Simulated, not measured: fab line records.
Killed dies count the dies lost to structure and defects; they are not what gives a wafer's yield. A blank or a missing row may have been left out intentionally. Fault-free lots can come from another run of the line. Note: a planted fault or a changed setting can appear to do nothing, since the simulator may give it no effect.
Matching of chambers + flow nand_harc + NHARC_P_CONTACT_DESCUM_17 on rie_diel-06 has 4 sister chambers
The step chemistry O2, time 3 s. 4 wafers are shown with their chamber, then 7 later ones without.

## WAFERS PAIRED WITH THEIR CHAMBERS
| wafer  | chamber | showerhead_plenum_p_Torr (Torr) |
|--------|---------|---------------------------------|
| L949.1 | 0       | 1.97                            |
| L952.4 | 1       | 1.97                            |
| L951.3 | 3       | 1.80                            |
| L951.4 | 2       | 1.90                            |

## WAFERS WITHOUT THEIR CHAMBER
| wafer  | showerhead_plenum_p_Torr (Torr) |
|--------|---------------------------------|
| L951.6 | 1.97                            |
| L953.1 | 1.90                            |
| L953.2 | 1.80                            |
| L953.4 | 1.90                            |
| L966.1 | 1.97                            |
| L966.2 | 1.89                            |
| L966.3 | 1.80                            |

## WHICH CHAMBER EACH ONE RAN IN
| wafer  | from the rows above     | in truth |
|--------|-------------------------|----------|
| L951.6 | can't be placed: 0 or 1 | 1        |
| L953.1 | 2                       | 2        |
| L953.2 | 3                       | 3        |
| L953.4 | 2                       | 2        |
| L966.1 | can't be placed: 0 or 1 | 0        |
| L966.2 | 2                       | 2        |
| L966.3 | 3                       | 3        |
Correct placement for 5 of the 7. These rows do not allow placing 2 (true chamber among the candidates in 2). 0 placed wrongly.
How it was worked out, from the rows above alone: a wafer's distance from a chamber is the root of the sum, over the readings, of the square of ((its reading less the chamber's mean) divided by the reading's scatter). The wafer belongs to the nearest chamber; if the next one is less than 2 further off, it can't be placed. Each chamber's mean is taken over the wafers shown for it. The scatter (one wafer shown for each chamber): square how far every hidden wafer sits from the nearest shown wafer, average those squares and take the square root.
